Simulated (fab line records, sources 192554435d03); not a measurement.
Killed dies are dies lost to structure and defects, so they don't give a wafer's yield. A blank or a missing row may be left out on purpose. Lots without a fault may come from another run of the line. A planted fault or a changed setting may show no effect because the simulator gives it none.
fab line records | flow n5_finfet
record lots=21 wafers=63 last_day=17
route steps=1938 shown MOL_CONTACT_COAG@575
lots that met no fault: from a run of the same line without faults
start_h: hours from the record's first day to the start of the lot's first wafer shown | wait_h: hours since the lot's step before | " the same as in the row above | L1.1+2: a row that stands for several wafers | - no value, or no start given | * or withheld: withheld | < > ~ a bound
route shown NAME@n: a module of which the file shows steps, and the number in the route of the first | usual: mean/standard deviation of fault-free wafers | same: alike in all rows | chamber/n: place in a boat | sites: the reading at each site | _std_site: their standard deviation | _edge_site: outer sites' mean less inner sites' | radius_mm: how far each site lies from the wafer's centre | mask NAME#n: copy n | behind: the tool/chamber that last shaped the wafer | hold: why the lot was held/for how many hours/how that ended | device: the transistor (n, p or np) that didn't switch | end of line: the same wafers' tests at the end of the route | a step without rows: its recipe alone | killed: dies lost to structure and defects at the first sort, not the wafer's yield | map: a wafer's dies, x killed, . not, _ none there
set.NAME: the setting as run; set.NAME@STEP: as run at that earlier step | model.NAME: the simulator's own value behind a step, which no gauge read
steps of the route over a sample of lots; a table a step, a row a wafer
services: from which hour (start_h, from the record's first day; less than 0 if before it) a tool's chamber was out of use, for how many hours, and why
## steps
# step N5_MOL_CONTACT_COAG_INSPECT_57
# recipe mode=adi inspect_instrument=brightfield
# usual raw_defect_count=194/56
# columns lot.wafer tool chamber start_h wait_h raw_defect_count
L074.2 defect_inspect-02 - 101.96 0.0 176
L074.3 " - " " 199
L074.4 " - " " 179
L075.2 defect_inspect-01 - 107.72 0.0 275
L075.4 " - " " 257
L075.5 " - " " 231
L076.1 defect_inspect-02 - 114.15 0.1 271
L076.3 " - " " 298
L076.4 " - " " 288
L077.1 defect_inspect-01 - 116.79 0.1 124
L077.4 " - " " 157
L077.6 " - " " 177
L078.1 defect_inspect-01 - 120.17 0.1 133
L078.3 " - " " 93
L078.6 " - " " 131
L079.1 defect_inspect-02 - 130.03 0.1 361
L079.3 " - " " 170
L079.5 " - " " 192
L080.1 defect_inspect-02 - 133.82 0.1 199
L080.2 " - " " 191
L080.4 " - " " 194
L081.1 defect_inspect-02 - 144.99 0.1 151
L081.2 " - " " 169
L081.3 " - " " 171
L082.1 defect_inspect-01 - 150.49 0.1 331
L082.2 " - " " 287
L082.6 " - " " 296
L083.1 defect_inspect-02 - 158.78 0.1 120
L083.2 " - " " 138
L083.4 " - " " 257
L085.2 defect_inspect-02 - 166.24 0.0 169
L085.3 " - " " 169
L085.6 " - " " 179
L086.2 defect_inspect-01 - 174.40 0.0 187
L086.3 " - " " 174
L086.4 " - " " 248
L088.1 defect_inspect-01 - 181.85 0.1 150
L088.2 " - " " 131
L088.5 " - " " 70
L089.1 defect_inspect-01 - 194.88 0.1 199
L089.5 " - " " 160
L089.6 " - " " 176
L090.1 defect_inspect-02 - 195.07 0.1 205
L090.3 " - " " 212
L090.5 " - " " 181
L091.2 defect_inspect-02 - 200.44 0.0 156
L091.3 " - " " 171
L091.4 " - " " 228
L092.1 defect_inspect-01 - 209.19 0.1 157
L092.2 " - " " 172
L092.5 " - " " 182
L093.2 defect_inspect-01 - 216.05 0.0 329
L093.4 " - " " 145
L093.6 " - " " 187
L094.2 defect_inspect-01 - 218.42 0.0 159
L094.5 " - " " 164
L094.6 " - " " 213
L095.1 defect_inspect-01 - 222.56 0.1 184
L095.3 " - " " 111
L095.4 " - " " 219
L096.1 defect_inspect-01 - 232.72 0.1 195
L096.2 " - " " 136
L096.3 " - " " 132
# step N5_MOL_CONTACT_COAG_STRIP_119
# recipe chemistry=N2/H2 time_s=30 power_w=1000 temp_c=250 pressure_mtorr=withheld n2_flow_sccm=1750 h2_flow_sccm=3250
# usual drypump_motor_current_A=5.9/0.69 heater_power_w=345/19
# columns lot.wafer tool chamber start_h wait_h drypump_motor_current_A heater_power_w rf_hours_counter_h
L074.2 plasma_asher-02 0 102.65 0.1 6.8 332 40
L074.3 " 0 " " 6.8 339 -
L074.4 " 1 " " 5.7 371 -
L075.2 plasma_asher-01 0 108.41 0.1 6.1 333 90
L075.4 " 0 " " 6.1 335 -
L075.5 " 0 " " 6.1 333 -
L076.1 plasma_asher-02 0 115.08 0.1 6.8 323 43
L076.3 " 0 " " 6.8 332 -
L076.4 " 1 " " 5.7 380 -
L077.1 plasma_asher-02 1 117.62 0.1 5.7 373 43
L077.4 " 1 " " 5.7 386 -
L077.6 " 1 " " 5.7 374 -
L078.1 plasma_asher-01 0 120.86 0.1 6.1 331 92
L078.3 " 0 " " 6.1 344 -
L078.6 " 0 " " 6.1 336 -
L079.1 plasma_asher-02 0 130.72 0.1 6.8 330 45
L079.3 " 0 " " 6.7 331 -
L079.5 " 1 " " 5.7 379 -
L080.1 plasma_asher-01 1 134.51 0.1 4.9 328 96
L080.2 " 0 " " 6.1 344 96
L080.4 " 0 " " 6.1 338 -
L081.1 plasma_asher-02 0 145.84 0.1 6.7 322 48
L081.2 " 1 " " 5.7 388 48
L081.3 " 0 " " 6.8 336 -
L082.1 plasma_asher-01 0 151.35 0.1 6.1 332 99
L082.2 " 1 " " 4.9 336 99
L082.6 " 0 " " 6.1 334 -
L083.1 plasma_asher-02 1 159.52 0.1 5.7 378 52
L083.2 " 0 " " 6.8 330 52
L083.4 " 0 " " 6.8 330 -
L085.2 plasma_asher-01 1 166.94 0.1 4.8 339 102
L085.3 " 0 " " 6.1 330 -
L085.6 " 0 " " 6.1 346 -
L086.2 plasma_asher-01 1 175.09 0.1 4.9 340 104
L086.3 " 0 " " 6.1 338 -
L086.4 " 1 " " 4.9 335 -
L088.1 plasma_asher-01 1 182.54 0.1 4.9 335 105
L088.2 " 0 " " 6.1 334 105
L088.5 " 0 " " 6.1 330 -
L089.1 plasma_asher-01 1 195.71 0.1 4.9 337 107
L089.5 " 1 " " 4.9 339 -
L089.6 " 0 " " 6.1 331 -
L090.1 plasma_asher-01 1 196.27 0.1 4.9 337 107
L090.3 " 1 " " 4.9 340 -
L090.5 " 1 " " 4.9 332 -
L091.2 plasma_asher-02 0 201.13 0.1 6.7 333 61
L091.3 " 1 " " 5.7 366 -
L091.4 " 0 " " 6.8 329 -
L092.1 plasma_asher-02 1 209.90 0.1 5.6 370 63
L092.2 " 0 " " 6.7 333 63
L092.5 " 1 " " 5.7 376 -
L093.2 plasma_asher-01 0 216.74 0.1 6.1 333 111
L093.4 " 1 " " 4.9 332 -
L093.6 " 1 " " 4.9 340 -
L094.2 plasma_asher-02 0 219.11 0.1 6.8 340 64
L094.5 " 1 " " 5.7 383 -
L094.6 " 0 " " 6.8 333 -
L095.1 plasma_asher-02 1 223.25 0.1 5.7 378 65
L095.3 " 0 " " 6.8 340 -
L095.4 " 1 " " 5.6 366 -
L096.1 plasma_asher-02 0 233.58 0.1 6.8 338 67
L096.2 " 1 " " 5.7 385 67
L096.3 " 1 " " 5.7 374 -
# step N5_MOL_CONTACT_COAG_ETCH_65
# recipe chemistry=N2/H2 target=underlayer target_depth_a=130 mask_material=CAR-EUV time_s=10.4 ion_energy_ev=200 pressure_mtorr=30 source_w=840 bias_w=150 n2_flow_sccm=200 h2_flow_sccm=200 ends=cleared
# usual drypump_motor_current_A=5.6/0.47 etch_rf_on_time_s=10.36/0.21 oes_product_au=0.66/0.056 rf_fwd_power_W=819.3/2.8 rf_vpp_V=524.7/2.3 showerhead_plenum_p_Torr=2.57/0.077 throttle_valve_pct=17.76/0.2
# columns lot.wafer tool chamber start_h wait_h drypump_motor_current_A etch_rf_on_time_s oes_product_au rf_fwd_power_W rf_hours_counter_h rf_vpp_V showerhead_plenum_p_Torr throttle_valve_pct
L074.2 rie_diel-01 1 103.28 0.0 5.1 10.08 0.62 821.3 208 526.1 2.64 17.86
L074.3 " 0 " " 5.8 10.54 0.65 825.4 134 522.8 2.54 17.67
L074.4 " 2 " " 4.8 10.32 0.64 821.6 151 521.1 2.45 17.99
L075.2 rie_diel-01 1 109.16 0.0 5.1 10.08 0.62 817.4 210 526.5 2.64 17.85
L075.4 " 2 " " 4.8 10.18 0.64 818.6 153 522.7 2.45 18.01
L075.5 " 1 " " 5.1 10.06 0.62 815.2 - 525.9 2.64 17.86
L076.1 rie_diel-03 1 115.70 0.0 5.4 10.86 0.66 814.6 119 523.0 2.57 17.63
L076.3 " 0 " " 5.3 10.38 0.70 819.1 83 527.2 2.67 17.44
L076.4 " 2 " " 5.2 10.25 0.68 818.9 145 525.4 2.53 17.57
L077.1 rie_diel-04 0 118.57 0.0 6.1 10.52 0.65 815.5 150 524.0 2.54 18.04
L077.4 " 1 " " 6.0 10.44 0.75 818.4 24 524.6 2.60 17.88
L077.6 " 3 " " 6.0 10.52 0.63 818.0 - 525.4 2.62 17.75
L078.1 rie_diel-03 1 121.48 0.0 5.4 10.71 0.66 818.9 120 524.2 2.57 17.64
L078.3 " 0 " " 5.3 10.37 0.70 819.4 85 527.9 2.67 17.45
L078.6 " 3 " " 5.9 10.48 0.59 823.3 - 526.6 2.62 17.89
L079.1 rie_diel-04 1 131.34 0.0 6.0 10.31 0.75 817.9 28 526.0 2.60 17.89
L079.3 " 2 " " 6.1 10.30 0.60 815.5 224 522.3 2.51 17.65
L079.5 " 0 " " 6.0 10.51 0.65 818.6 - 522.8 2.54 18.05
L080.1 rie_diel-03 0 135.24 0.0 5.4 10.35 0.69 816.7 90 527.5 2.67 17.46
L080.2 " 1 " " 5.4 10.70 0.65 825.6 125 524.6 2.56 17.65
L080.4 " 2 " " 5.2 10.16 0.67 824.2 152 524.8 2.53 17.56
L081.1 rie_diel-01 1 146.47 0.0 5.1 10.04 0.61 817.9 226 527.0 2.63 17.87
L081.2 " 0 " " 5.8 10.45 0.64 820.9 147 524.4 2.54 17.70
L081.3 " 2 " " 4.8 10.39 0.63 820.7 166 521.1 2.44 18.01
L082.1 rie_diel-01 0 152.10 0.0 5.8 10.58 0.64 818.9 150 524.9 2.54 17.71
L082.2 " 2 " " 4.8 10.44 0.63 814.2 168 519.5 2.44 18.04
L082.6 " 3 " " 6.2 10.17 0.74 821.6 - 529.4 2.69 17.50
L083.1 rie_diel-03 3 160.29 0.0 5.9 10.52 0.58 820.4 243 526.7 2.61 17.92
L083.2 " 0 " " 5.3 10.54 0.68 818.7 98 526.9 2.66 17.49
L083.4 " 1 " " 5.4 10.84 0.65 818.2 133 524.8 2.56 17.66
L085.2 rie_diel-01 2 167.68 0.0 4.8 10.36 0.62 819.7 174 520.9 2.44 18.04
L085.3 " 3 " " 6.2 10.11 0.73 822.3 39 529.5 2.69 17.52
L085.6 " 2 " " 4.8 10.44 0.62 811.5 - 520.9 2.44 18.03
L086.2 rie_diel-01 1 175.72 0.0 5.0 10.10 0.61 820.2 238 525.2 2.62 17.91
L086.3 " 3 " " 6.2 10.12 0.73 816.6 42 526.6 2.68 17.50
L086.4 " 0 " " 5.8 10.56 0.64 819.2 159 523.9 2.53 17.72
L088.1 rie_diel-01 2 183.29 0.0 4.8 10.43 0.62 819.8 180 520.4 2.44 18.05
L088.2 " 1 " " 5.0 10.03 0.61 815.5 241 526.5 2.62 17.93
L088.5 " 2 " " 4.8 10.37 0.62 816.4 - 520.8 2.44 18.04
L089.1 rie_diel-04 1 196.34 0.0 6.0 10.27 0.74 820.9 46 525.3 2.59 17.94
L089.5 " 0 " " 6.1 10.50 0.63 813.8 - 523.4 2.53 18.09
L089.6 " 1 " " 6.0 10.14 0.72 821.9 - 523.7 2.59 17.91
L090.1 rie_diel-04 1 196.89 0.0 6.0 10.27 0.72 820.0 46 523.5 2.59 17.92
L090.3 " 0 " " 6.1 10.69 0.63 817.4 176 523.2 2.53 18.08
L090.5 " 1 " " 6.0 10.30 0.73 822.0 - 524.6 2.59 17.93
L091.2 rie_diel-03 2 201.89 0.0 5.2 10.25 0.66 819.8 176 524.3 2.52 17.61
L091.3 " 1 " " 5.4 10.70 0.64 820.4 148 524.6 2.55 17.69
L091.4 " 1 " " 5.4 10.84 0.64 820.5 - 523.2 2.55 17.69
L092.1 rie_diel-03 3 210.60 0.0 5.9 10.15 0.83 823.2 1 523.8 2.61 17.52
L092.2 " 0 " " 5.3 10.54 0.68 819.1 115 527.8 2.66 17.51
L092.5 " 2 " " 5.2 10.26 0.65 816.9 - 522.7 2.52 17.63
L093.2 rie_diel-01 0 217.56 0.0 5.8 10.47 0.63 821.0 176 523.3 2.52 17.75
L093.4 " 0 " " 5.8 10.58 0.62 820.8 - 525.0 2.52 17.75
L093.6 " 2 " " 4.8 10.33 0.61 822.6 - 520.0 2.43 18.05
L094.2 rie_diel-03 0 219.73 0.0 5.3 10.42 0.67 823.2 118 527.6 2.65 17.52
L094.5 " 3 " " 5.9 10.09 0.82 818.8 - 524.4 2.61 17.52
L094.6 " 2 " " 5.2 10.14 0.65 821.5 - 522.6 2.51 17.63
L095.1 rie_diel-04 0 223.90 0.0 6.0 10.44 0.63 821.2 188 523.4 2.52 18.12
L095.3 " 3 " " 5.9 10.39 0.61 818.0 225 525.9 2.60 17.82
L095.4 " 0 " " 6.0 10.35 0.63 820.7 - 523.3 2.52 18.08
L096.1 rie_diel-01 2 234.20 0.0 4.8 10.34 0.61 825.2 201 518.9 2.43 18.09
L096.2 " 3 " " 6.2 10.19 0.72 822.0 53 527.9 2.68 17.52
L096.3 " 0 " " 5.8 10.49 0.63 819.4 184 523.1 2.52 17.75
# step N5_MOL_CONTACT_COAG_ETCH_124
# recipe chemistry=CH3F/O2 target=SiNx target_depth_a=65 mask_material=SOC stop_on=SiOC over_etch_frac=0.3 ion_energy_ev=120 pressure_mtorr=30 source_w=395 bias_w=73 Ar_flow_sccm=150 CH3F_flow_sccm=30 O2_flow_sccm=20 ends=end_point
# usual drypump_motor_current_A=5.6/0.48 oes_product_au=0.65/0.049 rf_fwd_power_W=390.4/1.9 rf_vpp_V=296/5.7 showerhead_plenum_p_Torr=2.03/0.066 throttle_valve_pct=16.30/0.15
# columns lot.wafer tool chamber start_h wait_h drypump_motor_current_A oes_product_au rf_fwd_power_W rf_hours_counter_h rf_vpp_V showerhead_plenum_p_Torr throttle_valve_pct
L074.2 rie_diel-03 2 103.74 0.0 5.2 0.68 392.5 141 294 2.00 16.12
L074.3 " 0 " " 5.3 0.71 391.4 79 294 2.11 16.03
L074.4 " 1 " " 5.4 0.68 390.9 114 302 2.01 16.04
L075.2 rie_diel-01 0 109.63 0.0 5.8 0.66 390.4 136 290 2.01 16.18
L075.4 " 3 " " 6.1 0.75 392.8 17 290 2.14 16.14
L075.5 " 1 " " 5.0 0.61 388.2 - 298 2.07 16.33
L076.1 rie_diel-01 2 116.59 0.0 4.8 0.63 389.3 156 304 1.92 16.39
L076.3 " 1 " " 5.1 0.61 386.3 213 297 2.07 16.34
L076.4 " 2 " " 4.8 0.62 387.9 - 303 1.92 16.38
L077.1 rie_diel-01 3 119.09 0.0 6.2 0.75 392.2 21 289 2.14 16.14
L077.4 " 2 " " 4.8 0.63 389.7 - 303 1.92 16.39
L077.6 " 3 " " 6.2 0.75 394.8 - 290 2.14 16.14
L078.1 rie_diel-01 3 121.95 0.0 6.2 0.75 392.2 22 292 2.14 16.14
L078.3 " 1 " " 5.1 0.61 388.4 215 296 2.07 16.36
L078.6 " 0 " " 5.8 0.65 390.1 - 290 2.01 16.18
L079.1 rie_diel-04 3 131.88 0.0 5.9 0.63 388.2 190 299 2.07 16.32
L079.3 " 2 " " 6.1 0.61 393.2 224 303 1.98 16.25
L079.5 " 0 " " 6.1 0.65 392.6 - 294 1.99 16.52
L080.1 rie_diel-04 3 135.74 0.0 5.9 0.62 389.1 191 299 2.07 16.33
L080.2 " 1 " " 6.0 0.74 387.7 29 303 2.05 16.42
L080.4 " 0 " " 6.1 0.65 392.1 156 296 1.99 16.52
L081.1 rie_diel-03 0 146.99 0.0 5.3 0.69 390.4 94 293 2.10 16.03
L081.2 " 1 " " 5.4 0.67 390.8 130 301 2.00 16.06
L081.3 " 3 " " 5.9 0.57 391.2 240 288 2.06 16.40
L082.1 rie_diel-01 0 152.78 0.0 5.8 0.65 391.8 150 290 2.00 16.22
L082.2 " 2 " " 4.8 0.63 390.1 169 304 1.92 16.43
L082.6 " 1 " " 5.1 0.60 388.6 - 297 2.07 16.38
L083.1 rie_diel-04 1 160.84 0.0 6.0 0.73 388.5 38 304 2.05 16.46
L083.2 " 3 " " 5.9 0.62 390.8 201 298 2.07 16.33
L083.4 " 0 " " 6.0 0.65 389.7 165 296 1.99 16.53
L085.2 rie_diel-01 0 168.25 0.0 5.8 0.65 390.1 156 289 2.00 16.20
L085.3 " 1 " " 5.1 0.60 388.3 234 296 2.07 16.39
L085.6 " 3 " " 6.2 0.73 394.6 - 287 2.13 16.16
L086.2 rie_diel-03 3 176.18 0.0 5.9 0.57 389.6 249 285 2.06 16.41
L086.3 " 0 " " 5.3 0.69 390.0 103 295 2.10 16.08
L086.4 " 2 " " 5.2 0.66 391.0 167 295 1.99 16.16
L088.1 rie_diel-01 0 183.75 0.0 5.8 0.64 389.4 162 290 2.00 16.23
L088.2 " 3 " " 6.1 0.72 393.0 45 290 2.13 16.20
L088.5 " 0 " " 5.8 0.65 390.9 - 290 2.00 16.23
L089.1 rie_diel-03 1 196.83 0.0 5.4 0.65 393.2 147 299 1.99 16.09
L089.5 " 1 " " 5.4 0.64 392.1 - 300 2.00 16.07
L089.6 " 0 " " 5.3 0.68 390.9 - 294 2.10 16.07
L090.1 rie_diel-01 0 197.68 0.0 5.8 0.64 389.6 166 288 2.00 16.24
L090.3 " 1 " " 5.1 0.59 386.9 245 296 2.06 16.41
L090.5 " 1 " " 5.1 0.59 387.6 - 297 2.06 16.41
L091.2 rie_diel-03 0 202.36 0.0 5.3 0.67 389.9 112 292 2.10 16.10
L091.3 " 2 " " 5.2 0.65 390.7 176 295 1.99 16.16
L091.4 " 2 " " 5.2 0.65 391.2 - 294 1.99 16.17
L092.1 rie_diel-04 0 211.11 0.0 6.1 0.63 392.5 182 294 1.98 16.58
L092.2 " 1 " " 6.0 0.72 386.8 51 303 2.04 16.48
L092.5 " 3 " " 6.0 0.61 390.4 - 299 2.06 16.37
L093.2 rie_diel-04 1 218.02 0.0 6.0 0.70 385.5 55 303 2.04 16.50
L093.4 " 1 " " 6.0 0.71 386.1 - 302 2.04 16.48
L093.6 " 3 " " 5.9 0.61 391.3 - 299 2.06 16.37
L094.2 rie_diel-01 1 220.54 0.0 5.1 0.59 386.8 255 298 2.06 16.44
L094.5 " 2 " " 4.8 0.61 391.2 - 305 1.91 16.48
L094.6 " 1 " " 5.0 0.58 387.9 - 296 2.06 16.43
L095.1 rie_diel-03 1 224.42 0.0 5.4 0.65 390.0 155 300 1.99 16.10
L095.3 " 0 " " 5.3 0.67 388.0 119 293 2.10 16.10
L095.4 " 2 " " 5.1 0.64 390.5 183 295 1.99 16.20
L096.1 rie_diel-01 0 234.80 0.0 5.8 0.63 391.6 184 290 1.99 16.27
L096.2 " 2 " " 4.8 0.61 389.0 201 304 1.90 16.49
L096.3 " 3 " " 6.1 0.70 390.9 53 289 2.13 16.21
# step N5_MOL_CONTACT_COAG_ETCH_48
# recipe chemistry=C4F6/O2 target_depth_a=150 overetch_a=45 mask_material=SOC target=SiOC bias_w=465 pressure_mtorr=10 time_s=17 source_w=335 Ar_flow_sccm=300 C4F6_flow_sccm=10 O2_flow_sccm=10 ion_energy_ev=576
# usual drypump_motor_current_A=5.6/0.49 oes_product_au=0.63/0.055 rf_fwd_power_W=332.1/1.3 rf_vpp_V=1581/28 showerhead_plenum_p_Torr=2.88/0.092 throttle_valve_pct=40.5/0.33
# columns lot.wafer tool chamber start_h wait_h drypump_motor_current_A oes_product_au rf_fwd_power_W rf_hours_counter_h rf_vpp_V showerhead_plenum_p_Torr throttle_valve_pct
L074.2 rie_diel-03 2 103.78 0.0 5.2 0.68 334.2 141 1579 2.84 40.3
L074.3 " 0 " " 5.3 0.67 332.6 79 1570 2.99 40.0
L074.4 " 1 " " 5.4 0.68 332.9 114 1605 2.84 40.0
L075.2 rie_diel-01 0 109.67 0.0 5.8 0.65 331.8 136 1549 2.85 40.4
L075.4 " 3 " " 6.2 0.75 332.9 17 1549 3.04 40.4
L075.5 " 1 " " 5.1 0.55 331.8 - 1587 2.94 40.8
L076.1 rie_diel-01 2 116.63 0.0 4.8 0.59 331.4 156 1621 2.73 40.9
L076.3 " 1 " " 5.1 0.60 330.3 213 1586 2.94 40.9
L076.4 " 2 " " 4.8 0.60 330.3 - 1622 2.73 40.9
L077.1 rie_diel-01 3 119.13 0.0 6.2 0.75 331.6 21 1549 3.04 40.4
L077.4 " 2 " " 4.8 0.64 331.7 - 1622 2.73 41.0
L077.6 " 3 " " 6.2 0.74 333.5 - 1548 3.04 40.4
L078.1 rie_diel-01 3 121.99 0.0 6.2 0.80 331.9 22 1550 3.04 40.4
L078.3 " 1 " " 5.0 0.60 329.6 215 1585 2.94 40.9
L078.6 " 0 " " 5.9 0.65 331.3 - 1551 2.85 40.4
L079.1 rie_diel-04 3 131.92 0.0 5.9 0.58 330.7 190 1595 2.94 40.2
L079.3 " 2 " " 6.1 0.57 332.5 224 1618 2.81 40.2
L079.5 " 0 " " 6.0 0.61 333.0 - 1574 2.83 40.6
L080.1 rie_diel-04 3 135.78 0.0 6.0 0.62 331.9 191 1595 2.94 40.2
L080.2 " 1 " " 6.0 0.76 331.4 29 1616 2.91 41.1
L080.4 " 0 " " 6.1 0.62 332.8 156 1574 2.83 40.6
L081.1 rie_diel-03 0 147.03 0.0 5.3 0.67 332.4 94 1569 2.98 40.0
L081.2 " 1 " " 5.4 0.65 330.7 130 1604 2.83 40.0
L081.3 " 3 " " 5.9 0.53 330.9 240 1537 2.92 40.3
L082.1 rie_diel-01 0 152.82 0.0 5.8 0.67 331.3 150 1550 2.84 40.5
L082.2 " 2 " " 4.8 0.58 331.2 169 1620 2.73 40.9
L082.6 " 1 " " 5.1 0.61 329.9 - 1584 2.93 40.9
L083.1 rie_diel-04 1 160.88 0.0 6.0 0.67 328.6 38 1616 2.91 41.1
L083.2 " 3 " " 6.0 0.64 329.6 201 1594 2.93 40.3
L083.4 " 0 " " 6.1 0.64 331.7 165 1573 2.82 40.6
L085.2 rie_diel-01 0 168.29 0.0 5.8 0.65 331.7 156 1548 2.84 40.5
L085.3 " 1 " " 5.0 0.57 330.7 234 1585 2.93 40.9
L085.6 " 3 " " 6.2 0.65 334.0 - 1549 3.03 40.4
L086.2 rie_diel-03 3 176.22 0.0 5.9 0.53 331.0 249 1535 2.92 40.4
L086.3 " 0 " " 5.3 0.69 332.4 103 1566 2.98 40.0
L086.4 " 2 " " 5.2 0.67 334.1 167 1578 2.83 40.3
L088.1 rie_diel-01 0 183.79 0.0 5.8 0.62 333.2 162 1548 2.84 40.4
L088.2 " 3 " " 6.2 0.65 333.6 45 1549 3.03 40.4
L088.5 " 0 " " 5.8 0.61 332.9 - 1549 2.84 40.5
L089.1 rie_diel-03 1 196.87 0.0 5.4 0.67 331.6 147 1603 2.83 40.1
L089.5 " 1 " " 5.4 0.64 331.9 - 1605 2.83 40.1
L089.6 " 0 " " 5.3 0.66 331.2 - 1569 2.97 40.0
L090.1 rie_diel-01 0 197.72 0.0 5.9 0.66 331.4 166 1549 2.83 40.5
L090.3 " 1 " " 5.1 0.62 330.6 245 1583 2.92 40.9
L090.5 " 1 " " 5.1 0.55 332.3 - 1584 2.92 40.9
L091.2 rie_diel-03 0 202.40 0.0 5.3 0.72 333.2 112 1569 2.97 40.1
L091.3 " 2 " " 5.2 0.67 333.7 176 1577 2.83 40.3
L091.4 " 2 " " 5.2 0.61 333.5 - 1576 2.83 40.3
L092.1 rie_diel-04 0 211.15 0.0 6.1 0.65 334.4 182 1571 2.82 40.7
L092.2 " 1 " " 6.0 0.69 331.0 51 1616 2.90 41.1
L092.5 " 3 " " 5.9 0.58 330.4 - 1594 2.92 40.3
L093.2 rie_diel-04 1 218.06 0.0 6.0 0.71 331.3 55 1614 2.90 41.1
L093.4 " 1 " " 6.0 0.69 330.1 - 1614 2.90 41.1
L093.6 " 3 " " 5.9 0.58 331.5 - 1595 2.92 40.3
L094.2 rie_diel-01 1 220.58 0.0 5.1 0.56 331.4 255 1583 2.92 40.9
L094.5 " 2 " " 4.8 0.62 334.2 - 1619 2.71 41.0
L094.6 " 1 " " 5.1 0.59 331.5 - 1584 2.92 40.9
L095.1 rie_diel-03 1 224.46 0.0 5.4 0.63 333.7 155 1603 2.82 40.1
L095.3 " 0 " " 5.3 0.69 330.1 119 1568 2.97 40.1
L095.4 " 2 " " 5.2 0.68 332.0 183 1576 2.82 40.3
L096.1 rie_diel-01 0 234.84 0.0 5.8 0.62 332.5 184 1547 2.83 40.5
L096.2 " 2 " " 4.8 0.57 332.8 201 1622 2.71 41.0
L096.3 " 3 " " 6.1 0.67 332.4 53 1548 3.02 40.4
# step N5_MOL_CONTACT_COAG_CMP_52
# recipe stop_on=SiO2 t_overpolish_s=1.5 post_cmp_clean=w_dilute_nh4oh down_force_psi=4 platen_rpm=50.289 pad_velocity_m_s=1.0006 target_thk_nm=66.5
# usual motor_current_A=11.8/1 overpolish_run_s=1.500/0.008 slurry_flow_ml_min=150.1/0.42 time_to_endpoint_s=12.3/2.4
# columns lot.wafer tool chamber start_h wait_h motor_current_A overpolish_run_s slurry_flow_ml_min time_to_endpoint_s
L074.4 cmp-01 2 104.56 0.1 11.4 1.488 150.1 16.5
L074.2 " 3 " " 12.2 1.500 150.6 12.0
L074.3 " 0 " " 10.7 1.505 150.1 11.3
L075.2 cmp-04 3 110.41 0.0 11.3 1.493 149.9 10.1
L075.4 " 1 " " 13.6 1.498 149.9 12.8
L075.5 " 0 " " 11.3 1.489 150.4 13.3
L076.1 cmp-03 1 117.36 0.0 13.9 1.490 149.8 10.0
L076.4 " 3 " " 12.5 1.511 149.0 15.3
L076.3 " 0 " " 10.4 1.494 150.3 14.0
L077.4 cmp-01 2 119.87 0.0 11.1 1.507 150.5 19.0
L077.1 " 0 " " 11.0 1.501 150.2 13.2
L077.6 " 2 " " 11.1 1.493 150.2 18.2
L078.1 cmp-03 1 122.76 0.1 13.2 1.502 149.8 9.6
L078.3 " 2 " " 12.5 1.515 149.6 12.5
L078.6 " 0 " " 11.3 1.501 149.3 12.2
L079.1 cmp-03 0 132.65 0.0 10.2 1.487 150.3 10.8
L079.3 " 3 " " 12.4 1.498 149.9 12.6
L079.5 " 1 " " 13.4 1.517 150.3 6.0
L080.1 cmp-01 2 136.55 0.1 11.4 1.492 150.5 14.2
L080.2 " 3 " " 12.7 1.493 150.2 12.0
L080.4 " 0 " " 11.3 1.497 150.0 10.5
L081.1 cmp-03 1 147.80 0.1 13.5 1.506 150.5 10.8
L081.3 " 2 " " 13.3 1.492 150.4 14.5
L081.2 " 3 " " 12.3 1.491 149.8 14.0
L082.2 cmp-03 1 153.59 0.1 12.8 1.510 149.8 12.9
L082.1 " 3 " " 12.8 1.489 150.1 14.6
L082.6 " 1 " " 13.8 1.507 150.6 12.3
L083.1 cmp-01 1 161.62 0.0 10.4 1.501 149.9 13.9
L083.2 " 3 " " 12.7 1.500 149.6 13.0
L083.4 " 0 " " 11.1 1.510 149.9 11.5
L085.2 cmp-04 3 169.09 0.1 11.1 1.501 149.8 13.5
L085.3 " 0 " " 11.7 1.502 150.3 13.3
L085.6 " 2 " " 11.6 1.501 149.9 10.5
L086.4 cmp-04 2 176.96 0.0 11.7 1.495 150.0 9.2
L086.2 " 3 " " 10.3 1.520 150.3 10.0
L086.3 " 1 " " 13.8 1.503 150.2 15.4
L088.1 cmp-01 2 184.63 0.1 11.1 1.483 150.6 12.8
L088.2 " 3 " " 11.8 1.488 150.3 8.8
L088.5 " 1 " " 11.2 1.505 150.6 10.5
L089.1 cmp-03 0 197.71 0.1 11.0 1.487 150.4 13.9
L089.6 " 1 " " 13.8 1.502 150.5 10.4
L089.5 " 2 " " 13.0 1.494 149.3 11.0
L090.1 cmp-04 0 198.52 0.1 11.4 1.487 150.0 12.4
L090.3 " 1 " " 12.8 1.503 150.3 14.6
L090.5 " 3 " " 10.9 1.485 149.9 12.2
L091.3 cmp-01 2 203.13 0.0 11.2 1.507 150.6 12.4
L091.2 " 3 " " 11.9 1.500 149.8 10.1
L091.4 " 1 " " 11.1 1.488 150.1 8.9
L092.2 cmp-01 0 211.96 0.1 10.5 1.496 150.0 12.1
L092.1 " 1 " " 11.3 1.489 150.8 11.2
L092.5 " 3 " " 12.5 1.493 150.3 13.9
L093.4 cmp-04 3 218.80 0.0 11.8 1.494 150.3 8.2
L093.2 " 0 " " 11.9 1.494 149.9 9.4
L093.6 " 3 " " 11.2 1.492 150.0 10.2
L094.2 cmp-01 1 221.49 0.2 11.1 1.496 149.4 10.7
L094.5 " 0 " " 11.6 1.499 150.3 9.7
L094.6 " 1 " " 11.2 1.506 149.6 10.9
L095.1 cmp-04 1 225.20 0.0 13.3 1.518 149.9 12.9
L095.4 " 2 " " 11.1 1.511 150.2 7.5
L095.3 " 0 " " 11.7 1.499 149.8 11.1
L096.2 cmp-03 2 235.61 0.0 12.8 1.500 150.1 16.1
L096.1 " 3 " " 12.3 1.507 149.8 16.1
L096.3 " 1 " " 13.6 1.509 150.0 12.6
## services
# columns tool chamber start_h hours kind
cmp-04 - 82.49 5.3 pm
cmp-04 - 88.90 2.5 repair
rie_diel-01 0 112.49 8.4 repair
cmp-01 - 122.54 4.0 pm
cmp-01 - 126.54 - consumable_replace:conditioner
cmp-03 - 134.93 0.7 repair
plasma_asher-01 - 145.89 2.8 pm
rie_diel-03 - 150.21 4.3 pm
rie_diel-04 1 161.52 5.3 repair
rie_diel-03 3 180.27 - clean
rie_diel-03 3 180.27 - consumable_replace:focus_ring
rie_diel-03 3 180.27 28.1 scheduled_down
rie_diel-03 3 180.27 28.1 vent_cycle
rie_diel-01 3 191.98 14.3 repair
cmp-04 - 206.72 4.0 pm
rie_diel-04 2 210.28 - clean
rie_diel-04 2 210.28 - consumable_replace:focus_ring
rie_diel-04 2 210.28 22.0 scheduled_down
rie_diel-04 2 210.28 22.0 vent_cycle
cmp-04 - 211.32 2.4 repair
rie_diel-03 - 211.67 1.7 repair
cmp-03 - 218.25 0.6 repair
cmp-04 - 220.99 1.0 repair
cmp-01 - 232.31 3.4 repair
## key
fault none
